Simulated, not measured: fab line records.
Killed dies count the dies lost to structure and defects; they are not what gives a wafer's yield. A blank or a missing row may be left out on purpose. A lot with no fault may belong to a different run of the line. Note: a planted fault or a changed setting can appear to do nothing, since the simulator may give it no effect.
fab line records	flow n5Finfet
record lots=7	wafers=21
route steps=1938 shown SD_EPI_N@269 ILD0@338 HKMG_FIN@427 MOL_CONTACT_COAG@531 BEOL_M0_SAQP@672
startH: hours from the record's opening day to when the first of the lot's shown wafers began	waitH: hours since the lot's step before	" the same as in the row above	L1.1+2: several wafers, shown together as one row	- no value, or no start was given	* or withheld: withheld	< > ~ a bound
route shown NAME@n: a module of which the file shows steps, and the number in the route of the first	usual: mean and standard deviation over wafers with no fault	same: alike in all rows	chamber/n: place in a boat	sites: readings site by site	_std_site: standard deviation of those values	_edge_site: inner sites' mean taken away from outer sites' mean	radiusMm: for every site, how far away it sits from the centre of the wafer	mask NAME#n: copy n	behind: tool/chamber where the wafer was last shaped	hold: cause of the lot's hold/its duration in hours/its outcome	device: the n, p or np transistor that did not switch	end of line: tests run on the same wafers once the route is complete	a step with no rows: only its recipe	killed: not the wafer's yield, but the dies lost to structure and defects at the first sort	map: dies across one wafer; x = killed, . = not, _ = none there
set.NAME: the run value of the setting; set.NAME@STEP: its run value at that earlier step	model.NAME: the simulator's own value behind a step, which no gauge read
lots run with intentionally changed settings; tables by step, rows by wafer
## steps
# step N5_SD_EPI_N_DEVELOP_08
# recipe developTimeS=30	developer=TMAH	resist=CAR-ArF-block	devTempC=23	rinseLiquid=diw	dry=airSpin
lot.wafer	tool	chamber	startH	waitH	set.developTimeS
L074.2+3+4	lithoTrack-04	0	-	-	30
L077.3+4	lithoTrack-02	0	-	-	28.17
L077.6	"	0	"	"	30
L080.1+3+5	lithoTrack-04	0	-	-	30
L082.1	lithoTrack-03	0	-	-	30
L082.2+3	"	0	"	"	32.55
L087.2+5+6	lithoTrack-03	0	-	-	30
L095.2+4+5	lithoTrack-03	0	-	-	31.9
L096.2+4	lithoTrack-04	0	-	-	30
L096.6	"	0	"	"	26.26
# step N5_SD_EPI_N_CD_MEAS_09
# recipe targetCdNm=120	landingEnergyEv=500	detector=seInlens
# usual cdNm=119.9/0.56
lot.wafer	tool	chamber	startH	waitH	set.pebTempC@SD_EPI_N_PEB_07	cdNm
L074.2	cdSem-03	0	49.83	-	110	119.4
L074.3	"	0	"	"	110	118.4
L074.4	"	0	"	"	110	118.9
L077.3	cdSem-01	0	68.90	-	110	120.4
L077.4	"	0	"	"	110	119.6
L077.6	"	0	"	"	110	120.8
L080.1	cdSem-03	0	84.21	-	107	111.5
L080.3	"	0	"	"	110	119.6
L080.5	"	0	"	"	107	111.8
L082.1	cdSem-03	0	99.68	-	113.4	128.5
L082.2	"	0	"	"	110	120.4
L082.3	"	0	"	"	110	119.6
L087.2	cdSem-03	0	126.70	-	110	119.9
L087.5	"	0	"	"	110	120.8
L087.6	"	0	"	"	110	119.9
L095.2	cdSem-01	0	174.26	-	108.3	116.1
L095.4	"	0	"	"	110	120.3
L095.5	"	0	"	"	108.3	115.1
L096.2	cdSem-03	0	179.77	-	110	120.3
L096.4	"	0	"	"	106.9	111.5
L096.6	"	0	"	"	106.9	111.0
# step N5_SD_EPI_N_DESCUM_14
# recipe chemistry=O2	timeS=7.9	sourcePowerW=50	biasPowerW=20	pressureMtorr=20	rfFrequencyHz=2.712e+07	tempC=40	resist=CAR-ArF-block	o2FlowSccm=225
lot.wafer	tool	chamber	startH	waitH	set.pebTempC@SD_EPI_N_PEB_07	model.SD_EPI_N.cdNm
L074.2	rieDiel-04	1	49.92	0.0	110	119.4
L074.3	"	3	"	"	110	118.6
L074.4	"	0	"	"	110	119
L077.3	rieDiel-02	2	68.98	0.0	110	120.8
L077.4	"	0	"	"	110	120.2
L077.6	"	0	"	"	110	120.6
L080.1	rieDiel-02	1	84.30	0.0	107	111.6
L080.3	"	0	"	"	110	120
L080.5	"	1	"	"	107	111.8
L082.1	rieDiel-05	2	99.77	0.0	113.4	128.6
L082.2	"	0	"	"	110	120.8
L082.3	"	1	"	"	110	119.6
L087.2	rieDiel-04	3	126.78	0.0	110	120.2
L087.5	"	3	"	"	110	120.8
L087.6	"	0	"	"	110	120
L095.2	rieDiel-05	1	174.37	0.1	108.3	116
L095.4	"	0	"	"	110	120.2
L095.5	"	3	"	"	108.3	115.4
L096.2	rieDiel-02	2	180.03	0.2	110	120.2
L096.4	"	3	"	"	106.9	111.6
L096.6	"	1	"	"	106.9	110.8
# step N5_SD_EPI_N_ETCH_34
# recipe chemistry=CF4	target=SiARC	targetDepthA=455	maskMaterial=CAR-ArF-block	timeS=75.8	ionEnergyEv=80	pressureMtorr=40	sourceW=545	biasW=36	Ar_flow_sccm=100	cf4FlowSccm=100	ends=cleared
# step N5_SD_EPI_N_ETCH_35
# recipe chemistry=N2/H2	target=SOC	overetchA=1080	maskMaterial=SiARC	tempC=40	ionEnergyEv=100	sourceW=3000	biasW=133	pressureMtorr=20	timeS=486	n2FlowSccm=200	h2FlowSccm=200
lot.wafer	tool	chamber	startH	waitH	set.pebTempC@SD_EPI_N_PEB_07	model.SD_EPI_N.cdNm
L074.2	rieDiel-04	1	50.01	0.0	110	119.8
L074.3	"	3	"	"	110	118.6
L074.4	"	0	"	"	110	120
L077.3	rieDiel-02	2	69.07	0.0	110	121.4
L077.4	"	0	"	"	110	119.6
L077.6	"	0	"	"	110	120.8
L080.1	rieDiel-02	1	84.39	0.0	107	111.6
L080.3	"	0	"	"	110	120
L080.5	"	1	"	"	107	112
L082.1	rieDiel-05	2	99.86	0.0	113.4	129.2
L082.2	"	0	"	"	110	121.2
L082.3	"	1	"	"	110	120.4
L087.2+5	rieDiel-04	3	126.88	0.0	110	122
L087.6	"	0	"	"	110	121
L095.2	rieDiel-05	1	174.47	0.0	108.3	116.8
L095.4	"	0	"	"	110	119.4
L095.5	"	3	"	"	108.3	115.2
L096.2	rieDiel-02	2	180.12	0.0	110	120
L096.4	"	3	"	"	106.9	111.8
L096.6	"	1	"	"	106.9	110.6
# step N5_SD_EPI_N_STRIP_36
# recipe chemistry=N2/H2	tempC=40	n2FlowSccm=200	h2FlowSccm=200	rfFrequencyHz=6e+07
# step N5_SD_EPI_N_ETCHBACK_44
# recipe chemistry=CH3F/O2	mode=anisotropicEtchback	target=SiNx	targetDepthA=145	stopOn=SiO2	overEtchFrac=0.3	ionEnergyEv=120	pressureMtorr=30	sourceW=395	biasW=73	Ar_flow_sccm=150	CH3F_flow_sccm=30	O2_flow_sccm=20
lot.wafer	tool	chamber	startH	waitH	set.pebTempC@SD_EPI_N_PEB_07	model.SD_EPI_N.cdNm
L074.2	rieDiel-04	1	50.33	0.0	110	119.8
L074.3	"	3	"	"	110	118.8
L074.4	"	0	"	"	110	120
L077.3	rieDiel-02	2	69.40	0.0	110	121.2
L077.4	"	0	"	"	110	119.6
L077.6	"	0	"	"	110	120.6
L080.1	rieDiel-02	1	84.72	0.0	107	111.6
L080.3	"	0	"	"	110	120
L080.5	"	1	"	"	107	112
L082.1	rieDiel-05	2	100.19	0.0	113.4	129
L082.2	"	0	"	"	110	121.2
L082.3	"	1	"	"	110	120.4
L087.2	rieDiel-04	3	127.20	0.0	110	122.2
L087.5	"	3	"	"	110	122
L087.6	"	0	"	"	110	121
L095.2	rieDiel-05	1	174.79	0.0	108.3	116.8
L095.4	"	0	"	"	110	119.4
L095.5	"	3	"	"	108.3	115.2
L096.2	rieDiel-02	2	180.45	0.0	110	120
L096.4	"	3	"	"	106.9	112
L096.6	"	1	"	"	106.9	110.6
# step N5_ILD0_CMP_03
# recipe stopOn=SiNx	tOverpolishS=1.9	postCmpClean=alkalineBrush	downForcePsi=4.1491	platenRpm=51.796	padVelocityMS=1.0306	targetThkNm=197.38
# usual timeToEndpointS=68.8/2.9
lot.wafer	tool	chamber	startH	waitH	set.downForcePsi	timeToEndpointS
L074.2	cmp-04	2	62.61	0.0	4.1491	73.0
L074.3	"	3	"	"	4.1491	76.2
L074.4	"	0	"	"	4.1491	70.9
L077.4	cmp-02	0	80.35	0.0	3.514	77.3
L077.3	"	3	"	"	4.1491	70.1
L077.6	"	0	"	"	3.514	79.8
L080.3	cmp-04	0	96.30	0.1	4.1491	74.9
L080.1	"	1	"	"	4.1491	72.0
L080.5	"	2	"	"	3.767	83.3
L082.3	cmp-02	0	111.11	0.0	5.028	51.2
L082.2	"	2	"	"	5.028	54.2
L082.1	"	3	"	"	4.1491	66.4
L087.2	cmp-02	2	138.23	0.1	4.1491	68.8
L087.5	"	0	"	"	3.864	72.1
L087.6	"	1	"	"	4.1491	71.3
L095.4	cmp-04	3	186.98	0.1	4.1491	67.8
L095.2	"	1	"	"	4.1491	64.8
L095.5	"	2	"	"	4.974	55.1
L096.4	cmp-04	3	192.67	0.1	4.71	62.6
L096.2	"	0	"	"	4.1491	63.4
L096.6	"	3	"	"	4.71	59.1
# step N5_ILD0_ALD_15
# recipe material=SiNx	targetThkA=240	tempC=400	aldPrecursorFamily=SiH2I2	aldCoReactant=N2/H2-plasma	pulseTimeS=1	aldCycles=480	purgeTimeS=2	coReactantPurgeTimeS=2	pressureTorr=2
lot.wafer	tool	chamber	startH	waitH	set.aldCycles	model.SiNx_of_ILD0_ALD_15.thkNm
L074.2+3+4	aldSin-04	0,2,1	64.36	0.9	480	24.2
L077.3	aldSin-01	2	81.69	0.4	414	20.8
L077.4+6	"	0	"	"	480	24
L080.1	aldSin-04	3	97.71	0.7	423	21.2
L080.3	"	0	"	"	480	24
L080.5	"	0	98.80	1.4	423	21.4
L082.1+2	aldSin-04	2,3	112.45	0.6	480	24
L082.3	"	0	"	"	534	26.8
L087.2+6	aldSin-01	2,1	139.49	0.5	525	26.2
L087.5	"	0	140.57	1.2	480	23.8
L095.2+5	aldSin-04	3	188.36	0.5	554	27.8
L095.4	"	0	"	"	480	24
L096.2	aldSin-04	1	193.97	0.5	480	24
L096.4	"	0	"	"	480	24.2
L096.6	"	2	195.05	1.1	510	25.6
# step N5_HKMG_FIN_EXPOSE_09
# recipe maskId=NWFM	na=1.35	sourceShape=conventional	sigmaOuter=0.8	polarization=unpolarized	doseMj=39.25
lot.wafer	tool	chamber	startH	waitH	mask	set.doseMj
L074.2+3+4	arfiScanner-02	0	76.54	-	NWFM#0	39.25
L077.3+6	arfiScanner-01	0	93.71	-	NWFM#0	39.25
L077.4	"	0	"	"	NWFM#0	41.02
L080.1+3+5	arfiScanner-03	0	110.18	-	NWFM#0	39.25
L082.1+3	arfiScanner-01	0	124.67	-	NWFM#0	39.25
L082.2	"	0	"	"	NWFM#0	40.89
L087.2+5	arfiScanner-01	0	151.52	-	NWFM#0	39.25
L087.6	"	0	"	"	NWFM#0	37.79
L095.2+4+5	arfiScanner-03	0	200.81	-	NWFM#0	39.25
L096.2	arfiScanner-03	0	205.89	-	NWFM#0	39.25
L096.4+6	"	0	"	"	NWFM#0	41.34
# step N5_HKMG_FIN_DEVELOP_11
# recipe developTimeS=30	developer=TMAH	resist=CAR-ArF	devTempC=23	rinseLiquid=diw	dry=airSpin
lot.wafer	tool	chamber	startH	waitH	set.developTimeS
L074.2+3+4	lithoTrack-03	0	-	-	30
L077.3	lithoTrack-03	0	-	-	25.7
L077.4+6	"	0	"	"	30
L080.1+3	lithoTrack-05	0	-	-	32.49
L080.5	"	0	"	"	30
L082.1+3	lithoTrack-03	0	-	-	30
L082.2	"	0	"	"	25.47
L087.2+5	lithoTrack-05	0	-	-	30
L087.6	"	0	"	"	34
L095.2+4+5	lithoTrack-03	0	-	-	30
L096.2+4	lithoTrack-04	0	-	-	30
L096.6	"	0	"	"	32.96
# step N5_HKMG_FIN_CD_MEAS_12
# recipe targetCdNm=92.8	landingEnergyEv=500	detector=seInlens
# usual cdNm=92.7/0.56
lot.wafer	tool	chamber	startH	waitH	set.doseMj@HKMG_FIN_EXPOSE_09	cdNm
L074.2	cdSem-02	0	76.66	-	39.25	92.9
L074.3	"	0	"	"	39.25	92.8
L074.4	"	0	"	"	39.25	92.4
L077.3	cdSem-03	0	93.83	-	39.25	92.6
L077.4	"	0	"	"	41.02	95.7
L077.6	"	0	"	"	39.25	93.8
L080.1	cdSem-03	0	110.30	-	39.25	92.4
L080.3	"	0	"	"	39.25	93.2
L080.5	"	0	"	"	39.25	92.8
L082.1	cdSem-03	0	124.80	-	39.25	93.2
L082.2	"	0	"	"	40.89	95.4
L082.3	"	0	"	"	39.25	92.6
L087.2	cdSem-03	0	151.64	-	39.25	91.9
L087.5	"	0	"	"	39.25	92.2
L087.6	"	0	"	"	37.79	90.5
L095.2	cdSem-02	0	200.93	-	39.25	92.3
L095.4	"	0	"	"	39.25	91.9
L095.5	"	0	"	"	39.25	92.3
L096.2	cdSem-01	0	206.01	-	39.25	92.9
L096.4	"	0	"	"	41.34	96.0
L096.6	"	0	"	"	41.34	97.1
# step N5_HKMG_FIN_COAT_66
# recipe resist=SOC	tempC=250	timeS=60	spinRpm=1500	resistThkNm=300
lot.wafer	tool	chamber	startH	waitH	set.spinRpm	model.SOC_of_HKMG_FIN_COAT_66.thkNm
L074.2+4	lithoTrack-03	0	79.08	0.2	1500	300.8
L074.3	"	0	"	"	1500	300.6
L077.3	lithoTrack-03	0	96.26	0.2	1500	301.4
L077.4	"	0	"	"	1500	301.8
L077.6	"	0	"	"	1500	301.2
L080.1	lithoTrack-03	0	112.99	0.2	1500	300
L080.3	"	0	"	"	1500	300.4
L080.5	"	0	"	"	1644	287
L082.1	lithoTrack-05	0	127.27	0.2	1500	299.4
L082.2	"	0	"	"	1500	300.2
L082.3	"	0	"	"	1500	299.2
L087.2	lithoTrack-05	0	154.07	0.2	1500	299.6
L087.5	"	0	"	"	1457	304.2
L087.6	"	0	"	"	1457	304.8
L095.2+5	lithoTrack-03	0	203.44	0.2	1500	301.6
L095.4	"	0	"	"	1500	301.2
L096.2	lithoTrack-03	0	208.44	0.2	1500	300.8
L096.4	"	0	"	"	1500	300.2
L096.6	"	0	"	"	1598	290.4
# step N5_MOL_CONTACT_COAG_ETCH_105
# recipe chemistry=CF4	target=SiARC	targetDepthA=156	maskMaterial=CAR-EUV	timeS=26	ionEnergyEv=80	pressureMtorr=40	sourceW=545	biasW=36	Ar_flow_sccm=100	cf4FlowSccm=100	ends=cleared
# usual rfVppV=184.2/1.2
lot.wafer	tool	chamber	startH	waitH	set.biasW	rfVppV
L074.2	rieDiel-05	1	89.37	0.0	36	184.1
L074.3	"	2	"	"	36	183.4
L074.4	"	0	"	"	36	185.4
L077.3	rieDiel-02	2	106.46	0.0	36	185.1
L077.4	"	3	"	"	36	186.4
L077.6	"	2	"	"	36	185.1
L080.1	rieDiel-05	0	122.76	0.0	36	184.0
L080.3	"	3	"	"	36	183.2
L080.5	"	1	"	"	32.47	172.9
L082.1	rieDiel-04	0	136.97	0.0	39.25	193.6
L082.2	"	1	"	"	36	183.9
L082.3	"	3	"	"	36	185.1
L087.2	rieDiel-04	2	164.95	0.0	30.6	167.0
L087.5	"	1	"	"	36	182.7
L087.6	"	2	"	"	30.6	165.9
L095.2	rieDiel-05	1	214.42	0.0	36	183.7
L095.4	"	0	"	"	36	186.5
L095.5	"	3	"	"	31.77	169.4
L096.2	rieDiel-04	1	218.78	0.0	36	181.7
L096.4	"	0	"	"	36	182.4
L096.6	"	1	"	"	36	183.2
# step N5_MOL_CONTACT_COAG_ETCH_15
# recipe chemistry=CH3F/O2	target=SiNx	targetDepthA=70	maskMaterial=SOC	stopOn=Si:P	overEtchFrac=0.75	ionEnergyEv=120	pressureMtorr=30	sourceW=395	biasW=73	Ar_flow_sccm=150	CH3F_flow_sccm=30	O2_flow_sccm=20
# usual rfVppV=298.1/2.6
lot.wafer	tool	chamber	startH	waitH	set.sourceW	rfVppV
L074.2	rieDiel-05	1	89.53	0.0	395	296.7
L074.3	"	2	"	"	395	295.5
L074.4	"	0	"	"	395	299.5
L077.3	rieDiel-02	2	106.63	0.0	395	299.8
L077.4	"	3	"	"	432.7	288.8
L077.6	"	2	"	"	395	301.2
L080.1	rieDiel-05	0	122.92	0.0	395	301.1
L080.3	"	3	"	"	368.2	309.5
L080.5	"	1	"	"	368.2	306.2
L082.1	rieDiel-04	0	137.13	0.0	338.5	317.5
L082.2	"	1	"	"	338.5	321.4
L082.3	"	3	"	"	338.5	317.4
L087.2	rieDiel-04	2	165.11	0.0	395	300.1
L087.5	"	1	"	"	395	297.9
L087.6	"	2	"	"	395	299.1
L095.2	rieDiel-05	1	214.58	0.0	438.5	282.4
L095.4	"	0	"	"	395	300.2
L095.5	"	3	"	"	438.5	283.5
L096.2	rieDiel-04	1	218.94	0.0	395	299.8
L096.4	"	0	"	"	395	294.3
L096.6	"	1	"	"	395	299.5
# step N5_MOL_CONTACT_COAG_VIA_ETCH_46
# recipe chemistry=C4F6/O2	targetDepthA=460	overetchA=92	maskMaterial=SOC	target=SiO2	biasW=455	pressureMtorr=10	timeS=40	sourceW=325	Ar_flow_sccm=300	C4F6_flow_sccm=10	O2_flow_sccm=10	ionEnergyEv=575.3	ends=endPoint
# usual rfVppV=1587/13
lot.wafer	tool	chamber	startH	waitH	set.biasW	rfVppV
L074.2	rieDiel-04	1	100.18	0.0	455	1594
L074.3	"	2	"	"	455	1593
L074.4	"	3	"	"	455	1570
L077.3	rieDiel-04	0	115.01	0.0	455	1576
L077.4	"	3	"	"	455	1568
L077.6	"	1	"	"	455	1595
L080.1	rieDiel-04	1	131.35	0.0	492.1	1690
L080.3	"	3	"	"	492.1	1662
L080.5	"	0	"	"	455	1576
L082.1	rieDiel-02	0	145.99	0.0	455	1597
L082.2	"	2	"	"	455	1606
L082.3	"	3	"	"	508.2	1746
L087.2	rieDiel-05	0	177.44	0.0	455	1605
L087.5	"	1	"	"	398.7	1433
L087.6	"	0	"	"	455	1604
L095.2	rieDiel-02	1	224.03	0.0	455	1575
L095.4	"	1	"	"	455	1573
L095.5	"	2	"	"	455	1606
L096.2	rieDiel-04	3	228.09	0.0	455	1566
L096.4	"	2	"	"	455	1590
L096.6	"	0	"	"	455	1576
# step N5_BEOL_M0_SAQP_ETCH_106
# recipe chemistry=N2/H2	target=SOC	targetDepthA=1500	stopOn=SiNx	ionEnergyEv=100	biasW=61	pressureMtorr=30	sourceW=850	n2FlowSccm=200	h2FlowSccm=200
lot.wafer	tool	chamber	startH	waitH	set.targetDepthA	model.SOC_of_BEOL_M0_SAQP_COAT_105.thkNm
L074.2+4	rieDiel-06	1	112.66	-	1500	23.2
L074.3	"	2	"	"	1500	24.2
L077.3	rieDiel-03	3	126.34	-	1500	22.6
L077.4	"	1	"	"	1500	23.4
L077.6	"	1	"	"	1611	18.8
L080.1	rieDiel-06	0	142.43	-	1500	22.8
L080.3	"	1	"	"	1500	22.2
L080.5	"	2	"	"	1500	25.2
L082.1	rieDiel-01	3	157.99	-	1564	20.4
L082.2	"	0	"	"	1500	23.4
L082.3	"	1	"	"	1564	19
L087.2	rieDiel-06	0	193.87	-	1500	22.6
L087.5	"	1	"	"	1500	23.2
L087.6	"	0	"	"	1500	22.4
L095.2	rieDiel-03	0	236.91	-	1500	24.4
L095.4	"	2	"	"	1590	18.8
L095.5	"	0	"	"	1590	19.8
L096.2	rieDiel-03	2	238.48	-	1587	18.8
L096.4	"	0	"	"	1500	23.8
L096.6	"	2	"	"	1587	19.6
# step N5_BEOL_M0_SAQP_ETCH_107
# recipe chemistry=CH3F/O2	target=SiNx	targetDepthA=300	maskMaterial=SOC	pressureMtorr=30	sourceW=395	biasW=73	Ar_flow_sccm=150	CH3F_flow_sccm=30	O2_flow_sccm=20	ionEnergyEv=120
lot.wafer	tool	chamber	startH	waitH	set.targetDepthA@BEOL_M0_SAQP_ETCH_106	model.SOC_of_BEOL_M0_SAQP_COAT_105.thkNm
L074.2	rieDiel-06	1	112.72	0.0	1500	12.4
L074.3	"	2	"	"	1500	13.4
L074.4	"	1	"	"	1500	12.2
L077.3	rieDiel-03	3	126.40	0.0	1500	11.6
L077.4	"	1	"	"	1500	12.4
L077.6	"	1	"	"	1611	7.8
L080.1	rieDiel-06	0	142.49	0.0	1500	11.8
L080.3	"	1	"	"	1500	11.2
L080.5	"	2	"	"	1500	14.4
L082.1	rieDiel-01	3	158.05	0.0	1564	9.4
L082.2	"	0	"	"	1500	12.4
L082.3	"	1	"	"	1564	8
L087.2	rieDiel-06	0	193.93	0.0	1500	11.4
L087.5	"	1	"	"	1500	12
L087.6	"	0	"	"	1500	11.2
L095.2	rieDiel-03	0	236.97	0.0	1500	13.6
L095.4	"	2	"	"	1590	8
L095.5	"	0	"	"	1590	9
L096.2	rieDiel-03	2	238.54	0.0	1587	8
L096.4	"	0	"	"	1500	13.2
L096.6	"	2	"	"	1587	8.8
# step N5_BEOL_M0_SAQP_COAT_87
# recipe resist=underlayer	tempC=205	timeS=60	spinRpm=1500	resistThkNm=5
lot.wafer	tool	chamber	startH	waitH	set.spinRpm
L074.2+3+4	lithoTrack-04	0	-	-	1500
L077.3	lithoTrack-01	0	-	-	1500
L077.4+6	"	0	"	"	1426
L080.1+5	lithoTrack-04	0	-	-	1500
L080.3	"	0	"	"	1658
L082.1	lithoTrack-01	0	-	-	1559
L082.2+3	"	0	"	"	1500
L087.2+6	lithoTrack-05	0	-	-	1500
L087.5	"	0	"	"	1364
L095.2+4	lithoTrack-05	0	-	-	1500
L095.5	"	0	"	"	1600
L096.2+4+6	lithoTrack-01	0	-	-	1500
# step N5_BEOL_M0_SAQP_COAT_34
# recipe resist=CAR-EUV	spinRpm=1500	resistThkNm=30
# step N5_BEOL_M0_SAQP_EBR_36
# recipe solvent=PGMEA	ebrWidthMm=1.5
# step N5_BEOL_M0_SAQP_DESCUM_45
# recipe chemistry=O2	timeS=7	sourcePowerW=50	biasPowerW=20	pressureMtorr=20	rfFrequencyHz=2.712e+07	tempC=40	resist=CAR-EUV	o2FlowSccm=225
# step N5_BEOL_M0_SAQP_ETCH_88
# recipe chemistry=N2/H2	target=underlayer	targetDepthA=65	timeS=5.2	ionEnergyEv=200	maskMaterial=CAR-EUV	pressureMtorr=30	sourceW=840	biasW=150	n2FlowSccm=200	h2FlowSccm=200	ends=cleared
lot.wafer	tool	chamber	startH	waitH	set.spinRpm@BEOL_M0_SAQP_COAT_87	model.etch.depthNm
L074.2	rieDiel-01	2	114.46	0.0	1500	4.997
L074.3	"	0	"	"	1500	5.016
L074.4	"	1	"	"	1500	5.01
L077.3	rieDiel-01	0	128.00	0.0	1500	5.025
L077.4	"	1	"	"	1426	5.136
L077.6	"	0	"	"	1426	5.134
L080.1	rieDiel-06	1	144.11	0.0	1500	5.001
L080.3	"	3	"	"	1658	4.776
L080.5	"	3	"	"	1500	5.014
L082.1	rieDiel-01	3	159.57	0.0	1559	4.915
L082.2	"	2	"	"	1500	5.015
L082.3	"	0	"	"	1500	5.03
L087.2	rieDiel-01	3	196.35	0.0	1500	5.008
L087.5	"	3	"	"	1364	5.246
L087.6	"	1	"	"	1500	5.017
L095.2	rieDiel-01	2	239.04	0.0	1500	5.01
L095.4	"	0	"	"	1500	5.012
L095.5	"	2	"	"	1600	4.847
L096.2	rieDiel-06	0	240.16	0.0	1500	5.021
L096.4	"	0	"	"	1500	5.029
L096.6	"	2	"	"	1500	5.028
## key
split step=N5_SD_EPI_N_DEVELOP_08	setting=developTimeS	stated=30	by=wafer
response none clear
split step=N5_ILD0_CMP_03	setting=downForcePsi	stated=4.1491	by=wafer
response step=N5_ILD0_CMP_03	reading=timeToEndpointS	change=*	per=1%	r=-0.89
split step=N5_ILD0_ALD_15	setting=aldCycles	stated=480	by=wafer
response step=N5_ILD0_ALD_15	reading=model.SiNx_of_ILD0_ALD_15.thkNm	change=+0.241	per=1%	r=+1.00
split step=N5_HKMG_FIN_EXPOSE_09	setting=doseMj	stated=39.25	by=wafer
response step=N5_HKMG_FIN_CD_MEAS_12	reading=cdNm	change=+0.588	per=1%	r=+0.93
split step=N5_HKMG_FIN_DEVELOP_11	setting=developTimeS	stated=30	by=wafer
response none clear
split step=N5_HKMG_FIN_COAT_66	setting=spinRpm	stated=1500	by=wafer
response step=N5_HKMG_FIN_COAT_66	reading=model.SOC_of_HKMG_FIN_COAT_66.thkNm	change=-1.45	per=1%	r=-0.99
split step=N5_MOL_CONTACT_COAG_ETCH_105	setting=biasW	stated=36	by=wafer
response step=N5_MOL_CONTACT_COAG_ETCH_105	reading=rfVppV	change=+1.14	per=1%	r=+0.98
split step=N5_MOL_CONTACT_COAG_ETCH_15	setting=sourceW	stated=395	by=wafer
response step=N5_MOL_CONTACT_COAG_ETCH_15	reading=rfVppV	change=-1.34	per=1%	r=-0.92
split step=N5_MOL_CONTACT_COAG_VIA_ETCH_46	setting=biasW	stated=455	by=wafer
response step=N5_MOL_CONTACT_COAG_VIA_ETCH_46	reading=rfVppV	change=+13	per=1%	r=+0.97
split step=N5_BEOL_M0_SAQP_ETCH_106	setting=targetDepthA	stated=1500	by=wafer
response step=N5_BEOL_M0_SAQP_ETCH_106	reading=model.SOC_of_BEOL_M0_SAQP_COAT_105.thkNm	change=-0.73	per=1%	r=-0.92
response step=N5_BEOL_M0_SAQP_ETCH_107	reading=model.SOC_of_BEOL_M0_SAQP_COAT_105.thkNm	change=-0.738	per=1%	r=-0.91
split step=N5_BEOL_M0_SAQP_COAT_87	setting=spinRpm	stated=1500	by=wafer
response step=N5_BEOL_M0_SAQP_ETCH_88	reading=model.etch.depthNm	change=-0.0238	per=1%	r=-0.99
split outsideThisFile step=N5_SD_EPI_N_PEB_07 setting=pebTempC
# split outsideThisFile: this setting was split too, and the file shows its column; the key of that split is in another file
